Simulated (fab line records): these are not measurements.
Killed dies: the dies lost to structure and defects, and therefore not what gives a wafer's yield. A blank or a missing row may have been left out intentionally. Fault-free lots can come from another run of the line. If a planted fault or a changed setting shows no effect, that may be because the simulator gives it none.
fab line records + flow nand-harc
[record]
- lots = 7
- wafers = 20
- last-day = 31
route steps=1302 shown P_GATE@112 END@1302
lots untouched by any fault: they come from a run of this same line in which no faults occurred
start-h: hours from the record's opening day to when the first of the lot's shown wafers began + wait-h: hours elapsed since this lot's preceding step + " repeats the value in the row above + L1.1+2: a single row standing in for several wafers + - no value, or no start was given + * or withheld: withheld + < > ~ a bound
route shown NAME@n: names a module that has steps shown in the file, with the first one's number in the route + usual: mean/standard deviation of fault-free wafers + same: alike in all rows + chamber/n: place in a boat + sites: readings site by site + _std_site: standard deviation of those values + _edge_site: inner sites' mean taken away from outer sites' mean + radius-mm: how far each site lies from the wafer's centre + mask NAME#n: copy n + behind: the last tool/chamber to shape the wafer + hold: the reason the lot was held/the length of the hold in hours/how it ended + device: transistor that didn't switch, given as n, p or np + end of line: tests of these same wafers at the route's end + a step given without rows: its recipe and nothing more + killed: not the wafer's yield, but the dies lost to structure and defects at the first sort + map: shows each die of a wafer: x if killed, . if not, _ if none is there
set.NAME: the setting as run; set.NAME@STEP: as run at that earlier step + model.NAME: the simulator's own value behind a step, which no gauge read
lots seen at some steps along the route; tables by step, rows by wafer
services: the hour from which a tool's chamber was out of use, counted from the record's first day as start-h (under 0 if before that day), plus the number of hours and why
[[steps]]
[step NHARC_P_GATE_SRD_01]
[step NHARC_P_GATE_OXIDE_02]
[recipe]
- target-thk-a = 375
- temp-c = 950
- p-h2o-torr = 720
- ox-time-s = 365
- material = SiO2
[step NHARC_P_GATE_DEHYDRATE_03]
[recipe]
- temp-c = 150
- time-s = 120
[step NHARC_P_GATE_HMDS_04]
[recipe]
- time-s = 30
[step NHARC_P_GATE_COAT_05]
[recipe]
- spin-rpm = 4690
[step NHARC_P_GATE_SOFTBAKE_06]
[recipe]
- temp-c = 122
- time-s = 95
[step NHARC_P_GATE_EBR_07]
[step NHARC_P_GATE_EXPOSE_08]
[recipe]
- na = 0.6
- dose-mj = 16.75
- mask-id = P_HV
[step NHARC_P_GATE_PEB_09]
[recipe]
- peb-temp-c = 118
- peb-time-s = 85
[step NHARC_P_GATE_DEVELOP_10]
[recipe]
- time-s = 70
[step NHARC_P_GATE_CD_MEAS_11]
[recipe]
- target-cd-nm = 1640
- landing-energy-ev = 500
[usual]
- cd-nm = 1640.7/1.9
| lot.wafer | tool      | chamber | start-h | wait-h | cd-nm  |
|-----------|-----------|---------|---------|--------|--------|
| L735.1    | cd-sem-02 | 0       | 112.81  | -      | 1641.0 |
| L735.2    | "         | 0       | "       | "      | 1641.0 |
| L735.3    | "         | 0       | "       | "      | 1640.9 |
| L738.1    | cd-sem-03 | 0       | 140.59  | -      | 1644.5 |
| L738.2    | "         | 0       | "       | "      | 1642.1 |
| L738.6    | "         | 0       | "       | "      | 1641.1 |
| L740.1    | cd-sem-02 | 0       | 159.29  | -      | 1642.9 |
| L740.6    | "         | 0       | "       | "      | 1639.8 |
| L741.2    | cd-sem-03 | 0       | 174.48  | -      | 1641.2 |
| L741.3    | "         | 0       | "       | "      | 1641.2 |
| L741.6    | "         | 0       | "       | "      | 1641.7 |
| L745.2    | cd-sem-02 | 0       | 209.07  | -      | 1640.0 |
| L745.5    | "         | 0       | "       | "      | 1640.4 |
| L745.6    | "         | 0       | "       | "      | 1638.9 |
| L746.1    | cd-sem-03 | 0       | 226.67  | -      | 1638.4 |
| L746.3    | "         | 0       | "       | "      | 1640.5 |
| L746.6    | "         | 0       | "       | "      | 1640.2 |
| L749.1    | cd-sem-02 | 0       | 254.17  | -      | 1645.9 |
| L749.4    | "         | 0       | "       | "      | 1645.4 |
| L749.6    | "         | 0       | "       | "      | 1643.7 |
[step NHARC_P_GATE_HARDBAKE_12]
[recipe]
- temp-c = 125
- time-s = 80
[step NHARC_P_GATE_DESCUM_13]
[recipe]
- time-s = 3
- o2-flow-sccm = 200
- ar-flow-sccm = 0
- bias-power-w = 0
- chemistry = O2
[usual]
- drypump-motor-current-A = 5.7/0.44
- oes-product-au = 0.997/0.0091
- rf-vpp-V = 57.8/0.93
- run-length-s = 24.0/0.35
- showerhead-plenum-p-Torr = 1.93/0.078
- throttle-valve-pct = 11.312/0.0094
| lot.wafer | tool        | chamber | start-h | wait-h | drypump-motor-current-A | oes-product-au | rf-hours-counter-h | rf-vpp-V | run-length-s | showerhead-plenum-p-Torr | throttle-valve-pct |
|-----------|-------------|---------|---------|--------|-------------------------|----------------|--------------------|----------|--------------|--------------------------|--------------------|
| L735.1    | rie-diel-04 | 1       | 112.98  | -      | 4.9                     | 1.006          | 5.6                | 56.6     | 23.7         | 1.83                     | 11.315             |
| L735.3    | "           | 2       | "       | "      | 6.3                     | 0.982          | 5.5                | 58.7     | 24.7         | 2.00                     | 11.305             |
| L735.2    | "           | 3       | "       | "      | 5.9                     | 0.990          | 5.8                | 57.5     | 24.4         | 1.91                     | 11.306             |
| L738.1    | rie-diel-04 | 0       | 140.77  | -      | 5.9                     | 1.008          | 7.8                | 58.0     | 25.9         | 1.89                     | 11.310             |
| L738.2    | "           | 2       | "       | "      | 6.4                     | 0.988          | 7.3                | 57.1     | 25.8         | 2.00                     | 11.318             |
| L738.6    | "           | 2       | "       | "      | 6.4                     | 0.989          | -                  | 56.9     | 25.6         | 2.00                     | 11.325             |
| L740.1    | rie-diel-04 | 2       | 159.45  | -      | 6.4                     | 0.982          | 8.7                | 58.5     | 25.5         | 2.00                     | 11.304             |
| L740.6    | "           | 3       | "       | "      | 5.9                     | 1.016          | -                  | 57.4     | 25.6         | 1.91                     | 11.311             |
| L741.2    | rie-diel-04 | 3       | 174.64  | -      | 5.9                     | 0.990          | 8.9                | 57.9     | 25.8         | 1.91                     | 11.316             |
| L741.3    | "           | 2       | "       | "      | 6.3                     | 0.994          | 9.0                | 59.8     | 25.7         | 2.00                     | 11.323             |
| L741.6    | "           | 3       | "       | "      | 5.9                     | 0.995          | -                  | 58.3     | 25.9         | 1.91                     | 11.311             |
| L745.2    | rie-diel-10 | 1       | 209.27  | -      | 5.2                     | 0.998          | 9.7                | 57.1     | 24.1         | 1.88                     | 11.312             |
| L745.5    | "           | 2       | "       | "      | 5.4                     | 1.013          | -                  | 57.9     | 24.1         | 2.02                     | 11.305             |
| L745.6    | "           | 3       | "       | "      | 6.0                     | 0.989          | -                  | 57.5     | 24.1         | 2.02                     | 11.325             |
| L746.1    | rie-diel-10 | 0       | 226.86  | -      | 5.5                     | 0.999          | 9.4                | 57.6     | 24.0         | 1.80                     | 11.310             |
| L746.3    | "           | 1       | "       | "      | 5.2                     | 0.996          | 10.0               | 57.4     | 24.0         | 1.88                     | 11.325             |
| L746.6    | "           | 3       | "       | "      | 6.0                     | 1.000          | -                  | 58.6     | 23.8         | 2.02                     | 11.309             |
| L749.1    | rie-diel-10 | 2       | 254.33  | -      | 5.4                     | 1.005          | 0                  | 59.1     | 24.0         | 2.02                     | 11.315             |
| L749.4    | "           | 0       | "       | "      | 5.4                     | 0.992          | 0                  | 56.8     | 23.6         | 1.80                     | 11.314             |
| L749.6    | "           | 3       | "       | "      | 6.0                     | 0.992          | -                  | 56.8     | 24.2         | 2.02                     | 11.320             |
[step NHARC_P_GATE_ETCH_14]
[recipe]
- target-depth-a = 488
- chemistry = dHF
- material = SiO2
[step NHARC_END_SORT_01]
[recipe]
- temp-c = 25
[usual]
- killed-at-array = 55/23
- killed-at-other = 1.0/1.2
- killed-at-periphery = 3.2/2.7
- killed-dies = 59/23
- killed-open = 3.1/1.6
- killed-short = 2.2/1.5
[same]
- gross-dies = 677
| lot.wafer | tool      | chamber | start-h | wait-h | killed-at-array | killed-at-other | killed-at-periphery | killed-dies | killed-open | killed-short |
|-----------|-----------|---------|---------|--------|-----------------|-----------------|---------------------|-------------|-------------|--------------|
| L735.1    | prober-01 | 0       | 593.20  | 2.5    | 80              | 0               | 1                   | 81          | 1           | 2            |
| L735.2    | prober-01 | 0       | 594.00  | 2.8    | 69              | 0               | 2                   | 71          | 1           | 2            |
| L735.3    | prober-01 | 0       | 594.79  | 3.1    | 57              | 0               | 3                   | 60          | 0           | 3            |
| L738.6    | prober-01 | 0       | 608.46  | 4.0    | 61              | 1               | 5                   | 67          | 3           | 0            |
| L746.1    | prober-02 | 0       | 698.61  | 6.3    | 54              | 2               | 13                  | 69          | 1           | 2            |
| L746.3    | prober-02 | 0       | 700.21  | 6.9    | 57              | 4               | 2                   | 63          | 6           | 0            |
| L746.6    | prober-02 | 0       | 702.61  | 7.8    | 58              | 2               | 6                   | 66          | 5           | 1            |
// killed by level:class
L735.1 A_CHANNEL_HOLE_D2:chamber-film-flake=36 A_CHANNEL_HOLE_D1:chamber-film-flake=34 A_CONTACT:chamber-film-flake=4 A_CHANNEL_FILL_D2:chamber-film-flake=2 A_CHANNEL_FILL_D1:geometric-particle:open=1 A_CHANNEL_HOLE_D2:geometric-particle:short=1 A_M0:geometric-particle:short=1 P_STI:chamber-film-flake=1
L735.2 A_CHANNEL_HOLE_D2:chamber-film-flake=32 A_CHANNEL_HOLE_D1:chamber-film-flake=26 A_CHANNEL_FILL_D2:chamber-film-flake=2 A_SLIT:chamber-film-flake=2 A_CONTACT:chamber-film-flake=2 A_DECK1_JOINT:geometric-particle:open=1 A_DECK1_JOINT:geometric-particle:short=1 A_WL_FILL:geometric-particle:short=1
L735.3 A_CHANNEL_HOLE_D1:chamber-film-flake=27 A_CHANNEL_HOLE_D2:chamber-film-flake=26 P_CONTACT:geometric-particle:short=1 A_CHANNEL_HOLE_D1:geometric-particle:short=1 A_CHANNEL_HOLE_D2:geometric-particle:short=1 P_ZERO_WELL:chamber-film-flake=1 P_GATE:chamber-film-flake=1 A_STAIRCASE:chamber-film-flake=1
L738.6 A_CHANNEL_HOLE_D1:chamber-film-flake=23 A_CHANNEL_HOLE_D2:chamber-film-flake=23 A_CONTACT:chamber-film-flake=5 A_M1:chamber-film-flake=4 A_WL_FILL:geometric-particle:open=2 P_GATE:chamber-film-flake=2 P_M2:chamber-film-flake=2 A_M1:geometric-particle:open=1
L746.1 A_CHANNEL_HOLE_D1:chamber-film-flake=34 A_STAIRCASE:chamber-film-flake=8 P_GATE:chamber-film-flake=5 A_CHANNEL_HOLE_D2:chamber-film-flake=4 P_M0:chamber-film-flake=3 A_CONTACT:chamber-film-flake=3 P_ZERO_WELL:chamber-film-flake=2 P_M2:chamber-film-flake=2
L746.3 A_CHANNEL_HOLE_D1:chamber-film-flake=31 A_SLIT:chamber-film-flake=7 A_CONTACT:chamber-film-flake=4 THIN_TSV:chamber-film-flake=4 A_CHANNEL_HOLE_D2:chamber-film-flake=3 A_STAIRCASE:chamber-film-flake=3 A_DECK1_JOINT:geometric-particle:open=2 P_GATE:chamber-film-flake=2
L746.6 A_CHANNEL_HOLE_D1:chamber-film-flake=35 A_SLIT:chamber-film-flake=4 A_STAIRCASE:chamber-film-flake=4 A_CONTACT:chamber-film-flake=4 P_GATE:chamber-film-flake=2 A_M1:chamber-film-flake=2 A_BONDPAD:chamber-film-flake=2 THIN_TSV:chamber-film-flake=2
[[services]]
| tool        | chamber | start-h | hours | kind       |
|-------------|---------|---------|-------|------------|
| rie-diel-04 | 0       | 107.90  | -     | clean      |
| rie-diel-04 | 1       | 107.90  | -     | clean      |
| rie-diel-04 | 2       | 107.90  | -     | clean      |
| rie-diel-04 | 3       | 107.90  | -     | clean      |
| rie-diel-04 | 0       | 132.40  | -     | clean      |
| rie-diel-04 | 1       | 132.40  | -     | clean      |
| rie-diel-04 | 2       | 132.40  | -     | clean      |
| rie-diel-04 | 3       | 132.40  | -     | clean      |
| rie-diel-04 | 1       | 139.22  | 2.7   | repair     |
| rie-diel-04 | 1       | 147.59  | 6.8   | repair     |
| rie-diel-04 | 0       | 156.90  | -     | clean      |
| rie-diel-04 | 1       | 156.90  | -     | clean      |
| rie-diel-04 | 2       | 156.90  | -     | clean      |
| rie-diel-04 | 3       | 156.90  | -     | clean      |
| rie-diel-10 | -       | 169.27  | 0.2   | repair     |
| rie-diel-04 | -       | 177.95  | 9.0   | pm         |
| rie-diel-04 | 0       | 177.95  | 9.0   | vent-cycle |
| rie-diel-04 | 1       | 177.95  | 9.0   | vent-cycle |
| rie-diel-04 | 2       | 177.95  | 9.0   | vent-cycle |
| rie-diel-04 | 3       | 177.95  | 9.0   | vent-cycle |
| rie-diel-10 | -       | 179.15  | 0.3   | repair     |
| rie-diel-04 | 1       | 203.98  | 4.9   | repair     |
| rie-diel-10 | 0       | 236.19  | 6.3   | repair     |
| rie-diel-10 | -       | 242.50  | 9.0   | pm         |
[[key]]
[first-sign]
- step = NHARC_P_GATE_DESCUM_13
- reading = run-length-s
- direction = up
- sigmas = 4.9
- usual = *
- struck = *
effect none on later readings
met-at NHARC_P_GATE_DESCUM_13
struck-wafers L738.1,L738.2,L738.6,L740.1,L740.6,L741.2,L741.3,L741.6
tester-left-out L738,L740,L741
onset-between 112.98 140.77
[fault]
- kind = process-parameter-drift
- tool = rie-diel-04
- chamber = -
- onset-h = 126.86
- steps = NHARC_P_GATE_DESCUM_13
- channel = time-s
- offset = *
- shape = step
- end-h = 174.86
- acts-in = *
- stated = *
// tester-left-out: of these lots the tester's yield and bins aren't shown, on N5 and GAA mostly nor the transistor test; their killed dies are dies lost to structure and defects alone, not to doping, threshold or leakage, so they don't give the yield
